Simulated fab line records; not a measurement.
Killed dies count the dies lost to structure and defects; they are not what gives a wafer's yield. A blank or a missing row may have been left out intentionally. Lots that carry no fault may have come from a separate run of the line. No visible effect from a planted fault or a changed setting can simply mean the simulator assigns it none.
fab line records	flow n5_finfet
record: lots: 7	wafers: 21	last_day: 17
route steps=1938 shown SD_EPI_N@265 BEOL_M4@1111 PASSIVATION@1936
lots that met no fault: from a run of the same line without faults
start_h: hours from the record's first day to the start of the lot's first wafer shown	wait_h: hours since the lot's step before	" same as the row above	L1.1+2: a row that stands for several wafers	- no value, or no start was given	* or withheld: withheld	< > ~ a bound
route shown NAME@n: names a module that has steps shown in the file, with the first one's number in the route	usual: the fault-free wafers' mean and standard deviation	same: alike in all rows	chamber/n: place in a boat	sites: per-site readings	_std_site: how widely they spread, as a standard deviation	_edge_site: inner sites' mean taken away from outer sites' mean	radius_mm: how far each site lies from the wafer's centre	mask NAME#n: copy n	behind: the tool/chamber that last shaped the wafer	hold: why the lot went on hold/how many hours it stayed there/how the hold came to an end	device: whichever transistor did not switch (one of n, p or np)	end of line: tests of these same wafers at the route's end	a step with no rows: only its recipe	killed: at the first sort, the dies lost to defects and structure; wafer yield is something else	map: shows each die of a wafer: x if killed, . if not, _ if none is there
set.NAME: the run value of the setting; set.NAME@STEP: its run value at that earlier step	model.NAME: the simulator's own value behind a step, which no gauge read
certain route steps with their lots: each step a table, each wafer a row
services: a tool's chamber out of use, with start hour (start_h, from the record's first day; less than 0 if before it), hours out, and reason
== steps ==
step: N5_SD_EPI_N_EBR_05
recipe: solvent: PGMEA	ebr_width_mm: 1.5
step: N5_SD_EPI_N_SOFTBAKE_04
recipe: temp_c: 110	time_s: 60	resist: CAR-ArF-block
step: N5_SD_EPI_N_EXPOSE_06
recipe: mask_id: SD_N_BLK	na: 1.35	source_shape: conventional	sigma_outer: 0.8	polarization: unpolarized	target_cd_nm: 120	dose_mj: 39.75
step: N5_SD_EPI_N_PEB_07
recipe: peb_temp_c: 110	peb_time_s: 60	resist: CAR-ArF-block
step: N5_SD_EPI_N_DEVELOP_08
recipe: develop_time_s: 30	developer: TMAH	resist: CAR-ArF-block	dev_temp_c: 23	rinse_liquid: diw	dry: air_spin
step: N5_SD_EPI_N_CD_MEAS_09
recipe: target_cd_nm: 120	landing_energy_ev: 500	detector: se_inlens
usual: cd_nm: 120.2/0.66
same: landing_energy_ev: 500
lot.wafer	tool	chamber	start_h	wait_h	cd_nm
L314.1	cd_sem-01	0	51.34	-	120.8
L314.2	"	0	"	"	120.5
L314.3	"	0	"	"	119.8
L320.1	cd_sem-03	0	89.48	-	120.3
L320.3	"	0	"	"	121.2
L320.4	"	0	"	"	120.6
L324.1	cd_sem-01	0	107.37	-	119.8
L324.3	"	0	"	"	120.3
L324.5	"	0	"	"	119.6
L325.3	cd_sem-02	0	117.73	-	119.7
L325.4	"	0	"	"	120.5
L325.5	"	0	"	"	121.0
L327.1	cd_sem-01	0	127.29	-	119.7
L327.2	"	0	"	"	120.5
L327.6	"	0	"	"	120.0
L330.1	cd_sem-01	0	153.07	-	119.9
L330.2	"	0	"	"	120.2
L330.6	"	0	"	"	120.4
L333.1	cd_sem-02	0	164.68	-	120.8
L333.5	"	0	"	"	120.3
L333.6	"	0	"	"	119.8
step: N5_SD_EPI_N_OVL_MEAS_10
recipe: points_per_wafer: 44
usual: SD_N_BLK_OVL: -0.1/0.61
lot.wafer	tool	chamber	start_h	wait_h	SD_N_BLK_OVL[nm]
L314.1	overlay-01	0	51.37	0.0	-1.4
L314.2	"	0	"	"	-0.8
L314.3	"	0	"	"	-0.5
L320.1	overlay-02	0	89.51	0.0	-1.1
L320.3	"	0	"	"	-0.2
L320.4	"	0	"	"	0.7
L324.1	overlay-01	0	107.40	0.0	0.5
L324.3	"	0	"	"	-0.8
L324.5	"	0	"	"	-0.7
L325.3	overlay-01	0	117.76	0.0	0.6
L325.4	"	0	"	"	-0.3
L325.5	"	0	"	"	0.6
L327.1	overlay-02	0	127.32	0.0	0.9
L327.2	"	0	"	"	-0.1
L327.6	"	0	"	"	-0.1
L330.1	overlay-02	0	153.10	0.0	1.6
L330.2	"	0	"	"	0.2
L330.6	"	0	"	"	1.0
L333.1	overlay-01	0	164.71	0.0	-0.8
L333.5	"	0	"	"	0.7
L333.6	"	0	"	"	0.6
step: N5_SD_EPI_N_INSPECT_11
recipe: mode: adi	inspect_instrument: macro
usual: raw_defect_count: 2.1/1.4
lot.wafer	tool	chamber	start_h	wait_h	raw_defect_count
L314.1	defect_inspect-02	-	51.39	0.0	4
L314.2	"	-	"	"	3
L314.3	"	-	"	"	1
L320.1	defect_inspect-02	-	89.54	0.0	2
L320.3	"	-	"	"	2
L320.4	"	-	"	"	2
L324.1	defect_inspect-02	-	107.43	0.0	2
L324.3	"	-	"	"	3
L324.5	"	-	"	"	1
L325.3	defect_inspect-01	-	117.78	0.0	2
L325.4	"	-	"	"	0
L325.5	"	-	"	"	1
L327.1	defect_inspect-02	-	127.34	0.0	0
L327.2	"	-	"	"	3
L327.6	"	-	"	"	1
L330.1	defect_inspect-02	-	153.12	0.0	5
L330.2	"	-	"	"	2
L330.6	"	-	"	"	1
L333.1	defect_inspect-01	-	164.73	0.0	1
L333.5	"	-	"	"	3
L333.6	"	-	"	"	1
step: N5_SD_EPI_N_DESCUM_14
recipe: chemistry: O2	time_s: 7.9	source_power_w: 50	bias_power_w: 20	pressure_mtorr: 20	rf_frequency_hz: 2.712e+07	temp_c: 40	resist: CAR-ArF-block	o2_flow_sccm: 225
usual: drypump_motor_current_A: 5.6/0.47	oes_product_au: 0.83/0.076	rf_vpp_V: 243.5/1.3	showerhead_plenum_p_Torr: 2.11/0.07	throttle_valve_pct: 20.33/0.26
lot.wafer	tool	chamber	start_h	wait_h	drypump_motor_current_A	oes_product_au	rf_hours_counter_h	rf_vpp_V	showerhead_plenum_p_Torr	throttle_valve_pct
L314.1	rie_diel-03	0	51.86	0.5	5.5	0.91	21	246.9	2.24	19.88
L314.2	"	2	"	"	5.6	0.68	252	243.3	2.15	20.30
L314.3	"	3	"	"	6.0	0.81	83	244.5	2.11	20.06
L320.1	rie_diel-03	1	89.57	0.0	6.1	0.96	11	244.5	2.15	20.13
L320.3	"	0	"	"	5.5	0.88	43	244.6	2.23	19.92
L320.4	"	1	"	"	6.1	0.96	-	244.3	2.15	20.14
L324.1	rie_diel-03	1	108.51	1.1	6.1	0.92	20	244.6	2.15	20.14
L324.3	"	3	"	"	6.0	0.79	110	243.2	2.10	20.11
L324.5	"	1	"	"	6.1	0.93	-	243.1	2.15	20.15
L325.3	rie_diel-03	3	117.92	0.1	6.0	0.78	114	243.9	2.10	20.12
L325.4	"	1	"	"	6.1	0.92	24	243.4	2.14	20.14
L325.5	"	3	"	"	6.0	0.78	-	241.9	2.10	20.10
L327.1	rie_diel-03	1	127.38	0.0	6.1	0.92	28	243.7	2.14	20.16
L327.2	"	2	"	"	5.6	0.91	16	244.1	2.14	19.99
L327.6	"	1	"	"	6.1	0.91	-	243.5	2.14	20.14
L330.1	rie_diel-02	2	153.15	0.0	5.1	0.92	20	244.3	2.05	20.60
L330.2	"	1	"	"	5.1	0.87	32	241.7	2.04	20.35
L330.6	"	0	"	"	5.4	0.73	-	243.7	2.08	20.48
L333.1	rie_diel-06	2	164.83	0.1	5.4	0.80	91	242.9	2.02	20.32
L333.5	"	1	"	"	4.8	0.73	-	241.7	2.03	20.73
L333.6	"	3	"	"	6.6	0.79	-	243.2	2.12	20.61
step: N5_SD_EPI_N_ETCH_34
recipe: chemistry: CF4	target: SiARC	target_depth_a: 455	mask_material: CAR-ArF-block	time_s: 75.8	ion_energy_ev: 80	pressure_mtorr: 40	source_w: 545	bias_w: 36	Ar_flow_sccm: 100	cf4_flow_sccm: 100	ends: cleared
usual: drypump_motor_current_A: 5.6/0.48	etch_rf_on_time_s: 76.6/1.9	oes_product_au: 0.71/0.064	rf_vpp_V: 184.2/1.1	showerhead_plenum_p_Torr: 2.16/0.06	throttle_valve_pct: 15.49/0.26
lot.wafer	tool	chamber	start_h	wait_h	drypump_motor_current_A	etch_rf_on_time_s	oes_product_au	rf_hours_counter_h	rf_vpp_V	showerhead_plenum_p_Torr	throttle_valve_pct
L314.1	rie_diel-03	0	51.90	0.0	5.5	75.6	0.78	21	186.3	2.26	14.97
L314.2	"	2	"	"	5.6	78.1	0.58	252	183.9	2.20	15.64
L314.3	"	3	"	"	6.0	75.0	0.69	83	185.4	2.16	15.28
L320.1	rie_diel-03	1	89.61	0.0	6.1	78.4	0.81	11	185.1	2.20	15.32
L320.3	"	0	"	"	5.4	75.6	0.74	43	186.2	2.25	15.01
L320.4	"	1	"	"	6.1	78.8	0.81	-	185.6	2.20	15.31
L324.1	rie_diel-03	1	108.54	0.0	6.1	79.2	0.78	20	182.6	2.20	15.33
L324.3	"	3	"	"	6.0	74.3	0.67	110	183.1	2.15	15.31
L324.5	"	1	"	"	6.1	79.9	0.78	-	184.8	2.20	15.32
L325.3	rie_diel-03	3	117.96	0.0	6.0	74.8	0.66	114	182.7	2.15	15.31
L325.4	"	1	"	"	6.1	78.5	0.79	24	185.0	2.20	15.36
L325.5	"	3	"	"	6.0	74.3	0.66	-	185.3	2.15	15.32
L327.1	rie_diel-03	1	127.41	0.0	6.1	79.0	0.77	28	184.2	2.20	15.36
L327.2	"	2	"	"	5.6	74.5	0.78	16	184.6	2.19	15.19
L327.6	"	1	"	"	6.1	78.7	0.77	-	184.5	2.20	15.35
L330.1	rie_diel-02	2	153.19	0.0	5.1	74.8	0.79	20	184.4	2.10	15.61
L330.2	"	1	"	"	5.0	80.4	0.73	32	184.1	2.11	15.59
L330.6	"	0	"	"	5.4	78.2	0.62	-	184.2	2.15	15.81
L333.1	rie_diel-06	2	164.87	0.0	5.5	78.6	0.69	91	183.4	2.09	15.64
L333.5	"	1	"	"	4.8	76.6	0.63	-	183.4	2.05	15.70
L333.6	"	3	"	"	6.6	74.8	0.69	-	184.2	2.17	15.70
step: N5_SD_EPI_N_ETCH_35
recipe: chemistry: N2/H2	target: SOC	overetch_a: 1080	mask_material: SiARC	temp_c: 40	ion_energy_ev: 100	source_w: 3000	bias_w: 133	pressure_mtorr: 20	time_s: 486	n2_flow_sccm: 200	h2_flow_sccm: 200
usual: drypump_motor_current_A: 5.6/0.48	oes_product_au: 0.75/0.065	rf_vpp_V: 240.9/1.2	showerhead_plenum_p_Torr: 2.56/0.081	throttle_valve_pct: 23.7/0.41
lot.wafer	tool	chamber	start_h	wait_h	drypump_motor_current_A	oes_product_au	rf_hours_counter_h	rf_vpp_V	showerhead_plenum_p_Torr	throttle_valve_pct
L314.1	rie_diel-03	0	51.96	0.0	5.5	0.81	21	242.6	2.70	23.0
L314.2	"	2	"	"	5.6	0.62	253	241.8	2.60	23.3
L314.3	"	3	"	"	6.0	0.71	83	241.7	2.56	23.8
L320.1	rie_diel-03	1	89.66	0.0	6.2	0.86	11	242.4	2.60	23.5
L320.3	"	0	"	"	5.5	0.78	44	240.3	2.69	23.0
L320.4	"	1	"	"	6.1	0.86	-	240.8	2.60	23.5
L324.1	rie_diel-03	1	108.60	0.0	6.1	0.84	20	241.3	2.60	23.5
L324.3	"	3	"	"	6.0	0.70	110	240.4	2.55	23.8
L324.5	"	1	"	"	6.1	0.85	-	241.0	2.60	23.5
L325.3	rie_diel-03	3	118.01	0.0	6.0	0.69	115	241.1	2.55	23.8
L325.4	"	1	"	"	6.1	0.83	24	241.9	2.60	23.5
L325.5	"	3	"	"	6.0	0.69	-	240.6	2.55	23.9
L327.1	rie_diel-03	1	127.47	0.0	6.2	0.83	28	240.8	2.59	23.5
L327.2	"	2	"	"	5.6	0.80	16	241.9	2.58	23.1
L327.6	"	1	"	"	6.2	0.82	-	240.4	2.59	23.5
L330.1	rie_diel-02	2	153.24	0.0	5.1	0.83	20	240.1	2.49	24.4
L330.2	"	1	"	"	5.1	0.78	33	240.1	2.48	23.9
L330.6	"	0	"	"	5.4	0.67	-	240.9	2.54	24.0
L333.1	rie_diel-06	2	164.92	0.0	5.5	0.74	91	239.7	2.45	23.5
L333.5	"	1	"	"	4.9	0.67	-	240.3	2.42	23.7
L333.6	"	3	"	"	6.6	0.72	-	239.9	2.57	24.2
step: N5_SD_EPI_N_STRIP_36
recipe: chemistry: N2/H2	temp_c: 40	n2_flow_sccm: 200	h2_flow_sccm: 200	rf_frequency_hz: 6e+07
step: N5_SD_EPI_N_ETCHBACK_44
recipe: chemistry: CH3F/O2	mode: anisotropic_etchback	target: SiNx	target_depth_a: 145	stop_on: SiO2	over_etch_frac: 0.3	ion_energy_ev: 120	pressure_mtorr: 30	source_w: 395	bias_w: 73	Ar_flow_sccm: 150	CH3F_flow_sccm: 30	O2_flow_sccm: 20
usual: drypump_motor_current_A: 5.6/0.48	oes_product_au: 0.71/0.063	over_etch_frac: 0.3/0	rf_vpp_V: 297/6.1	showerhead_plenum_p_Torr: 2.02/0.059	throttle_valve_pct: 16.23/0.27
lot.wafer	tool	chamber	start_h	wait_h	drypump_motor_current_A	oes_product_au	over_etch_frac	rf_hours_counter_h	rf_vpp_V	showerhead_plenum_p_Torr	throttle_valve_pct
L314.1	rie_diel-03	0	52.28	0.0	5.5	0.78	0.3	21	303	2.12	15.72
L314.2	"	2	"	"	5.6	0.59	0.3	253	297	2.06	16.37
L314.3	"	3	"	"	6.0	0.69	0.3	84	296	2.01	15.96
L320.1	rie_diel-03	1	89.99	0.0	6.1	0.82	0.3	12	309	2.06	16.04
L320.3	"	0	"	"	5.4	0.74	0.3	44	303	2.11	15.77
L320.4	"	1	"	"	6.1	0.82	0.3	-	307	2.06	16.04
L324.1	rie_diel-03	1	108.92	0.0	6.1	0.74	0.48746	21	308	2.05	16.05
L324.3	"	3	"	"	5.9	0.62	0.48746	110	295	2.00	16.00
L324.5	"	1	"	"	6.1	0.74	0.48746	-	307	2.05	16.05
L325.3	rie_diel-03	3	118.34	0.0	6.0	0.61	0.48746	115	293	2.00	16.03
L325.4	"	1	"	"	6.1	0.73	0.48746	25	309	2.05	16.08
L325.5	"	3	"	"	6.0	0.61	0.48746	-	295	2.00	16.03
L327.1	rie_diel-03	1	127.79	0.0	6.1	0.73	0.48746	28	308	2.05	16.06
L327.2	"	2	"	"	5.6	0.72	0.48746	16	295	2.05	15.92
L327.6	"	1	"	"	6.1	0.73	0.48746	-	308	2.05	16.05
L330.1	rie_diel-02	2	153.57	0.0	5.1	0.78	0.3	20	285	1.96	16.39
L330.2	"	1	"	"	5.0	0.75	0.3	33	296	1.97	16.40
L330.6	"	0	"	"	5.4	0.64	0.3	-	296	2.00	16.53
L333.1	rie_diel-06	2	165.25	0.0	5.4	0.71	0.3	91	296	1.94	16.33
L333.5	"	1	"	"	4.8	0.64	0.3	-	307	1.92	16.49
L333.6	"	3	"	"	6.6	0.68	0.3	-	298	2.03	16.45
step: N5_SD_EPI_N_ETCH_45
recipe: chemistry: CH3F/O2	target: SiOCN	target_depth_a: 60	mask_material: SOC	ion_energy_ev: 60	bias_w: 29	pressure_mtorr: 15	source_w: 410	Ar_flow_sccm: 150	CH3F_flow_sccm: 30	O2_flow_sccm: 20
usual: drypump_motor_current_A: 5.6/0.48	oes_product_au: 0.83/0.075	rf_vpp_V: 127.5/1	showerhead_plenum_p_Torr: 2.01/0.059	throttle_valve_pct: 23.23/0.3
lot.wafer	tool	chamber	start_h	wait_h	drypump_motor_current_A	oes_product_au	rf_hours_counter_h	rf_vpp_V	showerhead_plenum_p_Torr	throttle_valve_pct
L314.1	rie_diel-03	0	52.38	0.1	5.5	0.91	21	127.8	2.11	22.66
L314.2	"	2	"	"	5.6	0.68	253	129.0	2.05	23.18
L314.3	"	3	"	"	6.0	0.81	84	126.3	2.00	22.93
L320.1	rie_diel-03	1	90.09	0.1	6.1	0.95	12	127.2	2.05	23.07
L320.3	"	0	"	"	5.4	0.86	44	128.9	2.10	22.69
L320.4	"	1	"	"	6.1	0.94	-	128.6	2.05	23.08
L324.1	rie_diel-03	1	109.02	0.1	6.1	0.93	21	126.7	2.05	23.09
L324.3	"	3	"	"	6.0	0.78	110	127.4	2.00	22.96
L324.5	"	1	"	"	6.1	0.93	-	128.0	2.05	23.07
L325.3	rie_diel-03	3	118.44	0.1	6.0	0.78	115	128.2	1.99	22.96
L325.4	"	1	"	"	6.1	0.93	25	128.4	2.05	23.09
L325.5	"	3	"	"	6.0	0.78	-	127.7	1.99	22.98
L327.1	rie_diel-03	1	127.89	0.1	6.1	0.90	28	128.4	2.04	23.07
L327.2	"	2	"	"	5.6	0.91	16	127.8	2.04	22.95
L327.6	"	1	"	"	6.1	0.91	-	127.4	2.04	23.09
L330.1	rie_diel-02	2	153.67	0.1	5.1	0.92	20	126.8	1.95	23.56
L330.2	"	1	"	"	5.0	0.86	33	128.3	1.97	23.44
L330.6	"	0	"	"	5.4	0.73	-	127.9	2.00	23.46
L333.1	rie_diel-06	2	165.35	0.1	5.4	0.81	91	127.7	1.94	23.37
L333.5	"	1	"	"	4.9	0.75	-	126.0	1.91	23.43
L333.6	"	3	"	"	6.6	0.80	-	128.7	2.02	23.52
step: N5_BEOL_M4_RC_MEAS_101
usual: DIBL_N: 36.0/1.9	DIBL_P: 36.0/2.1	IOFF_N: 0.155/0.029	IOFF_P: 0.20/0.032	ION_N: 672/11	ION_P: 461/6.9	SS_N: 71.5/0.58	SS_P: 73.2/0.64	VT_N: 250.4/2.9	VT_P: -251.0/2.8
lot.wafer	tool	chamber	start_h	wait_h	DIBL_N[mV/V]	DIBL_P[mV/V]	IOFF_N[nA/um]	IOFF_P[nA/um]	ION_N[uA/um]	ION_P[uA/um]	SS_N[mV/dec]	SS_P[mV/dec]	VT_N[mV]	VT_P[mV]
L314.1	prober-02	0	179.89	0.0	35.1	34.2	0.126	0.16	654	438	71.7	72.7	255.4	-258.2
L314.2	"	0	"	"	34.4	34.5	0.125	0.15	663	452	70.8	72.5	252.5	-258.4
L314.3	"	0	"	"	34.0	34.4	0.124	0.16	672	456	71.2	72.5	251.0	-254.6
L320.1	prober-01	0	220.92	0.0	37.8	36.4	0.168	0.19	679	460	71.7	73.3	248.7	-252.0
L320.3	"	0	"	"	36.2	34.2	0.133	0.16	669	448	71.5	72.6	255.7	-254.7
L320.4	"	0	"	"	35.9	33.9	0.140	0.16	670	459	71.5	72.9	249.4	-253.7
L325.3	prober-01	0	238.26	0.3	34.8	33.6	0.125	0.18	669	459	71.1	72.4	251.8	-252.0
L325.4	"	0	"	"	34.9	33.2	0.126	0.18	661	453	70.6	72.0	256.3	-254.4
L325.5	"	0	"	"	36.2	34.7	0.147	0.19	655	453	72.1	73.2	254.0	-249.5
L324.1	prober-02	0	244.66	0.0	34.1	32.9	0.132	0.18	665	461	70.2	72.5	251.7	-253.1
L324.3	"	0	"	"	34.7	34.1	0.150	0.19	689	462	70.6	73.1	251.0	-252.4
L324.5	"	0	"	"	36.5	36.2	0.178	0.23	689	470	71.5	73.0	247.2	-249.6
L327.1	prober-01	0	246.50	0.0	34.9	34.2	0.153	0.18	677	457	71.8	73.1	250.7	-253.9
L327.2	"	0	"	"	34.6	34.8	0.165	0.19	683	464	71.6	73.5	247.7	-253.9
L327.6	"	0	"	"	36.1	35.8	0.177	0.20	675	459	72.0	73.3	249.2	-253.1
L330.1	prober-02	0	279.51	0.0	37.1	37.0	0.151	0.19	668	455	72.0	73.4	253.4	-252.6
L330.2	"	0	"	"	34.3	35.4	0.121	0.17	666	459	71.0	73.4	255.7	-252.1
L330.6	"	0	"	"	35.8	35.8	0.122	0.17	666	453	71.1	73.3	258.4	-254.2
L333.1	prober-02	0	288.05	0.0	35.9	37.5	0.160	0.22	675	470	72.3	73.6	250.3	-247.6
L333.5	"	0	"	"	32.6	33.5	0.113	0.17	661	468	70.2	72.8	253.6	-252.7
L333.6	"	0	"	"	33.1	33.1	0.117	0.17	650	450	71.0	72.5	253.9	-252.3
step: N5_PASSIVATION_PROBE_49
usual: defect_limited_yield: 91.0/1.5	killed_at_M0_to_M3: 33/9.4	killed_at_M4_up: 14/4.8	killed_at_contacts: 13/7.3	killed_at_front_end: 43/13	killed_at_other: 3.6/2.9	killed_dies: 106/18	killed_open: 69/13	killed_short: 35/8.2	sort_bin_5_function: 5.3/1	sort_bin_6_memory: 3.3/0.68	sort_bin_8_speed: 0.01/0.027	sort_n_pass: 1074/18
same: gross_dies: 1180	killed_at_back_side: 0	sort_bin_4_leakage[%]: 0
lot.wafer	tool	chamber	start_h	wait_h	defect_limited_yield[%]	killed_at_M0_to_M3	killed_at_M4_up	killed_at_contacts	killed_at_front_end	killed_at_other	killed_dies	killed_open	killed_short	sort_bin_5_function[%]	sort_bin_6_memory[%]	sort_bin_8_speed[%]	sort_n_pass
L320.1	prober-02	-	329.31	0.0	92.4	30	10	8	39	3	90	61	27	5.1	2.3	0	1090
L320.3	prober-02	-	329.41	0.1	91.1	22	10	13	56	4	105	67	38	5.6	3.1	0	1075
L320.4	prober-02	-	329.46	0.2	90.1	24	8	16	66	3	117	66	49	6.3	3.3	0	1063
L324.1	prober-02	-	356.55	0.0	91.9	31	14	6	43	1	95	59	35	5.0	2.5	0	1085
L324.3	prober-02	-	356.65	0.1	90.1	26	18	17	54	2	117	81	35	5.5	4.2	0	1063
L324.5	prober-02	-	356.75	0.2	91.4	31	21	7	39	3	101	65	35	5.6	2.6	0	1079
L327.1	prober-01	-	358.10	0.0	90.3	35	8	18	49	5	115	76	38	5.3	4.2	0	1065
L327.2	prober-01	-	358.15	0.1	92.7	23	8	4	45	6	86	53	32	3.9	3.0	0	1094
L327.6	prober-01	-	358.35	0.3	92.3	41	8	5	34	3	91	69	21	4.6	2.9	0	1089
L330.1	prober-02	-	381.49	0.0	93.3	24	12	10	29	4	79	58	21	4.3	2.0	0	1101
L330.2	prober-02	-	381.54	0.1	90.4	48	13	15	35	2	113	82	30	6.8	2.5	0	1067
L330.6	prober-02	-	381.74	0.3	89.0	46	17	14	50	3	130	83	36	6.4	3.7	0	1050
killed by level:class
L320.1 FIN_SAQP:geometric_particle:open=14 BEOL_M3:geometric_particle:open=7 DUMMY_GATE:geometric_particle:open=6 BEOL_M0_SAQP:geometric_particle:short=6 STI_FIN_REVEAL:geometric_particle:open=5 MOL_CONTACT_COAG:geometric_particle:open=5 BEOL_M1:geometric_particle:open=5 BEOL_M0_SAQP:geometric_particle:open=4
L320.3 FIN_SAQP:geometric_particle:open=14 MOL_CONTACT_COAG:geometric_particle:open=9 ILD0:geometric_particle:short=7 BEOL_M2:geometric_particle:open=6 STARTING-WAFER:geometric_particle:open=6 FIN_SAQP:geometric_particle:short=5 STI_FIN_REVEAL:geometric_particle:open=5 DUMMY_GATE:geometric_particle:open=4
L320.4 FIN_SAQP:geometric_particle:short=18 FIN_SAQP:geometric_particle:open=12 BEOL_M1:geometric_particle:open=11 MOL_CONTACT_COAG:geometric_particle:open=10 GATE_CUT:geometric_particle:short=8 GATE_CUT:geometric_particle:open=6 DUMMY_GATE:geometric_particle:open=6 MOL_CONTACT_COAG:geometric_particle:short=6
L324.1 STI_FIN_REVEAL:geometric_particle:open=10 BEOL_M0_SAQP:geometric_particle:open=10 GATE_CUT:geometric_particle:short=9 BEOL_M3:geometric_particle:open=7 BEOL_M2:geometric_particle:open=6 DUMMY_GATE:geometric_particle:open=5 MOL_CONTACT_COAG:geometric_particle:open=5 BEOL_M0_SAQP:geometric_particle:short=5
L324.3 MOL_CONTACT_COAG:geometric_particle:open=16 DUMMY_GATE:geometric_particle:open=15 FIN_SAQP:geometric_particle:open=7 BEOL_M2:geometric_particle:open=7 BEOL_M3:geometric_particle:open=7 FIN_SAQP:geometric_particle:short=6 STI_FIN_REVEAL:geometric_particle:open=6 DUMMY_GATE:geometric_particle:short=6
L324.5 STI_FIN_REVEAL:geometric_particle:open=13 BEOL_M0_SAQP:geometric_particle:short=9 BEOL_M3:geometric_particle:open=9 BEOL_M2:geometric_particle:open=7 BEOL_M6:geometric_particle:open=6 STARTING-WAFER:geometric_particle:short=6 GATE_CUT:geometric_particle:short=5 MOL_CONTACT_COAG:geometric_particle:open=5
L327.1 FIN_SAQP:geometric_particle:open=18 BEOL_M1:geometric_particle:open=15 MOL_CONTACT_COAG:geometric_particle:open=11 BEOL_M0_SAQP:geometric_particle:short=10 DUMMY_GATE:geometric_particle:open=7 MOL_CONTACT_COAG:geometric_particle:short=7 STI_FIN_REVEAL:geometric_particle:open=6 BEOL_M5:geometric_particle:open=5
L327.2 STI_FIN_REVEAL:geometric_particle:open=13 FIN_SAQP:geometric_particle:short=9 STI_FIN_REVEAL:geometric_particle:short=8 BEOL_M3:geometric_particle:open=6 BEOL_M1:geometric_particle:open=5 FIN_SAQP:geometric_particle:open=4 ILD0:geometric_particle:open=4 BEOL_M0_SAQP:geometric_particle:open=4
L327.6 FIN_SAQP:geometric_particle:open=10 BEOL_M0_SAQP:geometric_particle:open=9 BEOL_M3:geometric_particle:open=9 STI_FIN_REVEAL:geometric_particle:open=7 BEOL_M0_SAQP:geometric_particle:short=6 BEOL_M1:geometric_particle:open=6 BEOL_M2:geometric_particle:open=6 ILD0:geometric_particle:open=4
L330.1 STI_FIN_REVEAL:geometric_particle:open=10 MOL_CONTACT_COAG:geometric_particle:open=8 BEOL_M4:geometric_particle:open=6 DUMMY_GATE:geometric_particle:open=5 BEOL_M0_SAQP:geometric_particle:open=5 BEOL_M2:geometric_particle:open=4 GATE_CUT:geometric_particle:open=3 BEOL_M0_SAQP:geometric_particle:short=3
L330.2 BEOL_M0_SAQP:geometric_particle:open=14 DUMMY_GATE:geometric_particle:open=11 MOL_CONTACT_COAG:geometric_particle:open=10 BEOL_M0:geometric_particle:open=8 BEOL_M1:geometric_particle:open=8 FIN_SAQP:geometric_particle:open=6 MOL_CONTACT_COAG:geometric_particle:short=5 BEOL_M4:geometric_particle:open=5
L330.6 BEOL_M0_SAQP:geometric_particle:open=12 STI_FIN_REVEAL:geometric_particle:open=11 MOL_CONTACT_COAG:geometric_particle:open=11 FIN_SAQP:geometric_particle:short=10 BEOL_M1:geometric_particle:open=9 HKMG_FIN:area_etch=9 FIN_SAQP:geometric_particle:open=7 BEOL_M0_SAQP:geometric_particle:short=7
== services ==
tool	chamber	start_h	hours	kind
rie_diel-06	-	28.41	28.1	pm
rie_diel-02	1	38.49	-	clean
rie_diel-02	1	38.49	-	consumable_replace:focus_ring
rie_diel-02	1	38.49	36.4	scheduled_down
rie_diel-02	1	38.49	36.4	vent_cycle
rie_diel-03	1	47.64	-	clean
rie_diel-03	1	47.64	-	consumable_replace:focus_ring
rie_diel-03	1	47.64	20.5	scheduled_down
rie_diel-03	1	47.64	20.5	vent_cycle
rie_diel-02	3	49.63	8.5	repair
rie_diel-02	0	53.04	14.0	repair
rie_diel-02	-	63.34	4.1	repair
rie_diel-03	2	68.24	-	clean
rie_diel-03	2	68.24	-	consumable_replace:focus_ring
rie_diel-03	2	68.24	21.9	scheduled_down
rie_diel-03	2	68.24	21.9	vent_cycle
rie_diel-02	2	74.93	-	clean
rie_diel-02	2	74.93	-	consumable_replace:focus_ring
rie_diel-02	2	74.93	26.6	scheduled_down
rie_diel-02	2	74.93	26.6	vent_cycle
rie_diel-06	-	100.57	14.6	pm
rie_diel-06	0	131.05	5.5	repair
rie_diel-06	0	162.38	3.7	repair
rie_diel-02	1	162.82	3.1	repair
== key ==
first_sign: step: N5_SD_EPI_N_ETCHBACK_44	reading: over_etch_frac	direction: up	sigmas: 99+	usual: 0.3	struck: 0.48746
effect none on later readings
met_at N5_SD_EPI_N_ETCHBACK_44
struck_wafers L324.1,L324.3,L324.5,L325.3,L325.4,L325.5,L327.1,L327.2,L327.6
onset_between 89.99 108.92
fault: kind: process_parameter_drift	tool: rie_diel-03	chamber: -	onset_h: 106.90	steps: N5_SD_EPI_N_ETCHBACK_44	channel: over_etch_frac	offset: 0.18746	shape: step	end_h: 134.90	acts_in: these_recipes_only	stated: 0.3
